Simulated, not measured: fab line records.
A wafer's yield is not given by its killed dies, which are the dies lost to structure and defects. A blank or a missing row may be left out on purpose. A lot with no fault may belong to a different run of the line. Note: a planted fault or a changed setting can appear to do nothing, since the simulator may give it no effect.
What tool caused it?	flow nand_harc	at 1 step of a route of 1302, 22 lots with 66 wafers sampled

WHAT EACH GAUGE READ, for each wafer
NHARC_A_CHANNEL_FILL_D2_INSPECT_13.
lot	measured	on	raw_defect_count
L074	day 15 02:12	defect_inspect-02	355 275 326
L075	day 16 06:34	defect_inspect-01	440 329 304
L076	day 16 06:44	defect_inspect-01	389 522 368
L078	day 16 20:02	defect_inspect-02	634 375 580
L077	day 17 04:49	defect_inspect-01	390 292 362
L081	day 17 23:52	defect_inspect-01	424 279 324
L080	day 18 07:56	defect_inspect-02	473 290 362
L084	day 19 03:28	defect_inspect-02	388 415 373
L082	day 19 03:28	defect_inspect-01	670 595 565
L083	day 19 15:45	defect_inspect-01	225 174 397
L086	day 19 21:44	defect_inspect-02	419 489 573
L085	day 19 21:44	defect_inspect-01	413 406 489
L087	day 20 18:11	defect_inspect-01	547 412 309
L089	day 22 01:27	defect_inspect-01	534 380 400
L088	day 22 01:37	defect_inspect-01	325 415 327
L090	day 22 05:44	defect_inspect-01	208 253 228
L092	day 23 05:02	defect_inspect-02	390 601 525
L093	day 23 21:29	defect_inspect-01	724 522 584
L094	day 23 21:29	defect_inspect-02	378 217 285
L095	day 24 01:04	defect_inspect-02	320 285 316
L096	day 24 23:34	defect_inspect-01	596 349 341
L097	day 25 20:34	defect_inspect-02	643 559 773

WHAT TOOL EACH LOT RAN ON (gives the tool, then ch and the chambers of the sampled wafers, and finally the start)
No process step before these readings appears in the record.

AS READ BY THE TOOLS THEMSELVES (means over the sampled wafers that have a number; for cases with no such wafer, the mark the record gives instead)
The record holds no such reading with a usual standard deviation.

THE ANSWER, worked out from the rows above alone
Rule: the usual values come from the lots themselves. Put in order of their means at a reading, lots are off if they are a third of the lots or fewer, leave a main group of 4 or more, and stand apart from it by a gap of 3 or more times the standard deviation of the main group's means; of several such gaps the widest counts. A main group is skipped when, at the precision printed for the reading in the tables above, its means are all equal. A lot without any number at a reading at which 4 lots or more have one is off too. The other lots that the step has rows for count as sound. The gauges are gone through in route order, then the tools' own readings, and for those a lot's mean is taken as printed above. The first step at which some lot is off is used, and at that step the reading that is off furthest; a lot without a number counts as furthest.
No lot is off at any reading shown: from this, nothing can be told.

WHAT THE SIMULATOR PUT IN
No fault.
